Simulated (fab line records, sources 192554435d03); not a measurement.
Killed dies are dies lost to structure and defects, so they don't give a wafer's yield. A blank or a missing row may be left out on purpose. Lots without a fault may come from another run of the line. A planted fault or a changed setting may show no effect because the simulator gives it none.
Which tool did it? | flow n5_finfet | 8 lots, 24 wafers sampled, at 5 steps of a route of 1938

WHAT THE GAUGES READ, wafer by wafer
N5_BEOL_M9_OCD_MEAS_38.
lot  | measured     | on     | trench_depth_nm (nm)
L186 | day 11 01:11 | ocd-02 | 147.1 151.0 148.3
L189 | day 11 06:46 | ocd-02 | 147.8 149.3 150.8
L193 | day 12 11:41 | ocd-02 | 150.8 149.2 145.4
L199 | day 14 10:32 | ocd-01 | 112.7 115.6 115.5
L205 | day 15 11:56 | ocd-01 | 152.3 150.3 151.4
L204 | day 15 11:59 | ocd-02 | 149.1 150.1 153.4
L203 | day 15 12:01 | ocd-01 | 112.6 112.3 110.4
L207 | day 16 19:17 | ocd-02 | 148.4 152.5 151.1

WHICH TOOL RAN EACH LOT (tool, then ch and the chambers of the sampled wafers, then the start)
lot  | N5_BEOL_M9_ETCH_76                 | N5_BEOL_M9_ETCH_65                 | N5_BEOL_M9_STRIP_36                | N5_BEOL_M9_TRENCH_ETCH_37
L186 | rie_diel-04 ch 0,1,2, day 11 00:46 | rie_diel-04 ch 0,1,2, day 11 00:47 | rie_diel-04 ch 0,1,2, day 11 00:58 | rie_diel-04 ch 0,1,2, day 11 01:01
L189 | rie_diel-04 ch 1,2,3, day 11 06:21 | rie_diel-04 ch 1,2,3, day 11 06:22 | rie_diel-04 ch 1,2,3, day 11 06:34 | rie_diel-04 ch 1,2,3, day 11 06:36
L193 | rie_diel-04 ch 1,2,3, day 12 11:16 | rie_diel-04 ch 1,2,3, day 12 11:17 | rie_diel-04 ch 1,2,3, day 12 11:28 | rie_diel-04 ch 1,2,3, day 12 11:31
L199 | rie_diel-04 ch 1,2, day 14 10:07   | rie_diel-04 ch 1,2, day 14 10:08   | rie_diel-04 ch 1,2, day 14 10:19   | rie_diel-04 ch 1,2, day 14 10:22
L205 | rie_diel-03 ch 0,1,3, day 15 11:32 | rie_diel-03 ch 0,1,3, day 15 11:33 | rie_diel-03 ch 0,1,3, day 15 11:45 | rie_diel-03 ch 0,1,3, day 15 11:47
L204 | rie_diel-02 ch 0,2, day 15 11:34   | rie_diel-02 ch 0,2, day 15 11:35   | rie_diel-02 ch 0,2, day 15 11:46   | rie_diel-02 ch 0,2, day 15 11:49
L203 | rie_diel-04 ch 0,1,2, day 15 11:36 | rie_diel-04 ch 0,1,2, day 15 11:37 | rie_diel-04 ch 0,1,2, day 15 11:49 | rie_diel-04 ch 0,1,2, day 15 11:51
L207 | rie_diel-02 ch 0,1,3, day 16 18:52 | rie_diel-02 ch 0,1,3, day 16 18:53 | rie_diel-02 ch 0,1,3, day 16 19:04 | rie_diel-02 ch 0,1,3, day 16 19:07
- N5_BEOL_M9_ETCH_76: etches underlayer in N2/H2, target depth 6.5 nm, time 5.2 s.
- N5_BEOL_M9_ETCH_65: etches SiARC in CF4, target depth 15.6 nm, time 26 s.
- N5_BEOL_M9_STRIP_36: strips in N2/H2.
- N5_BEOL_M9_TRENCH_ETCH_37: etches SiCOH lowk in C4F6/O2, target depth 151.43 nm, time 49 s.

THE ANSWER, worked out from the rows above alone
Rule: what is usual is taken from the lots themselves. Put in order of their means at a reading, lots are off if they are a third of the lots or fewer, leave a main group of 4 or more, and stand apart from it by a gap of 3 or more times the standard deviation of the main group's means; of several such gaps the widest counts. A main group whose means are all the same, to the digits that the tables above print for the reading, isn't used. A lot without any number at a reading at which 4 lots or more have one is off too. The other lots that the step has rows for count as sound.
Off: L199, L203, at N5_BEOL_M9_OCD_MEAS_38 (trench_depth_nm). The main group: mean 149.9 nm, standard deviation 1.1.
A tool fits if, at a process step before that reading, it ran every lot that is off, and no sound lot after the first of them. The gauges at N5_BEOL_M9_OCD_MEAS_38 are tried like those tools. One fits: rie_diel-04 at N5_BEOL_M9_ETCH_76 and N5_BEOL_M9_ETCH_65 and N5_BEOL_M9_STRIP_36 and N5_BEOL_M9_TRENCH_ETCH_37. At N5_BEOL_M9_ETCH_76 its last sound lot is L193 (day 12 11:16), its first lot that is off L199 (day 14 10:07): a fault that began between those two fits.

WHAT THE SIMULATOR HAD PUT IN
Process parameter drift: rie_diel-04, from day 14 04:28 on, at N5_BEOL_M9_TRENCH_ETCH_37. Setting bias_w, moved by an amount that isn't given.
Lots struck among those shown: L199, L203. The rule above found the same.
